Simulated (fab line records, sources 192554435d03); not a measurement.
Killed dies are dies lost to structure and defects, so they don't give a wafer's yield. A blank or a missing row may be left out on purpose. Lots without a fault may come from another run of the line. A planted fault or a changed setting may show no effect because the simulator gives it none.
Which tool did it? | flow n5_finfet | 10 lots, 30 wafers sampled, at 3 steps of a route of 1938

WHAT THE GAUGES READ, wafer by wafer
N5_BEOL_M5_OVL_MEAS_12.
lot  | measured     | on         | M5_OVL (nm)
L464 | day 8 10:22  | overlay-02 | -0.5 1.0 -0.5
L465 | day 8 17:12  | overlay-01 | 0.3 0.4 -0.2
L466 | day 8 17:54  | overlay-01 | -0.8 0.1 0.4
L471 | day 10 09:52 | overlay-02 | 13.3 11.5 12.9
L475 | day 11 13:32 | overlay-02 | 13.3 12.8 12.7
L478 | day 11 23:17 | overlay-02 | 0.3 -0.4 -0.1
L479 | day 12 02:29 | overlay-01 | -0.2 0.6 -1.0
L482 | day 13 02:51 | overlay-02 | -0.3 0.1 -0.5
L483 | day 13 10:45 | overlay-02 | 1.2 -0.5 0.1
L484 | day 13 13:29 | overlay-02 | -0.4 -0.8 -0.9

WHICH TOOL RAN EACH LOT (tool, then ch and the chambers of the sampled wafers, then the start)
lot  | N5_BEOL_M4_CMP_52             | N5_BEOL_M5_EXPOSE_08
L464 | cmp-04 ch 0,1,3, day 8 06:47  | euv_scanner-02 ch 0, day 8 10:13
L465 | cmp-01 ch 0,1, day 8 12:43    | euv_scanner-01 ch 0, day 8 17:02
L466 | cmp-01 ch 0,1,2, day 8 14:07  | euv_scanner-02 ch 0, day 8 17:44
L471 | cmp-04 ch 0,1,2, day 10 07:04 | euv_scanner-02 ch 0, day 10 09:43
L475 | cmp-03 ch 0,1,3, day 11 10:19 | euv_scanner-02 ch 0, day 11 13:22
L478 | cmp-03 ch 1,2,3, day 11 17:56 | euv_scanner-01 ch 0, day 11 23:08
L479 | cmp-01 ch 0,1,3, day 11 23:19 | euv_scanner-01 ch 0, day 12 02:20
L482 | cmp-04 ch 1,2,3, day 12 23:20 | euv_scanner-01 ch 0, day 13 02:41
L483 | cmp-03 ch 1,2,3, day 13 03:04 | euv_scanner-01 ch 0, day 13 10:35
L484 | cmp-04 ch 1,3, day 13 09:34   | euv_scanner-01 ch 0, day 13 13:20
- N5_BEOL_M4_CMP_52: polishes, stops on SiOC, t overpolish 6.8 s, target thk 40 nm.
- N5_BEOL_M5_EXPOSE_08: exposes mask M5, target cd 28 nm.

THE ANSWER, worked out from the rows above alone
Rule: what is usual is taken from the lots themselves. Put in order of their means at a reading, lots are off if they are a third of the lots or fewer, leave a main group of 4 or more, and stand apart from it by a gap of 3 or more times the standard deviation of the main group's means; of several such gaps the widest counts. A main group whose means are all the same, to the digits that the tables above print for the reading, isn't used. A lot without any number at a reading at which 4 lots or more have one is off too. The other lots that the step has rows for count as sound.
Off: L471, L475, at N5_BEOL_M5_OVL_MEAS_12 (M5_OVL). The main group: mean -0.1 nm, standard deviation 0.27.
A tool fits if, at a process step before that reading, it ran every lot that is off, and no sound lot after the first of them. The gauges at N5_BEOL_M5_OVL_MEAS_12 are tried like those tools. One fits: euv_scanner-02 at N5_BEOL_M5_EXPOSE_08. Its last sound lot is L466 (day 8 17:44), its first lot that is off L471 (day 10 09:43): a fault that began between those two fits.

WHAT THE SIMULATOR HAD PUT IN
Scanner matching overlay: euv_scanner-02, from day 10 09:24 on, at N5_BEOL_M5_EXPOSE_08. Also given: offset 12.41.
Lots struck among those shown: L471, L475. The rule above found the same.
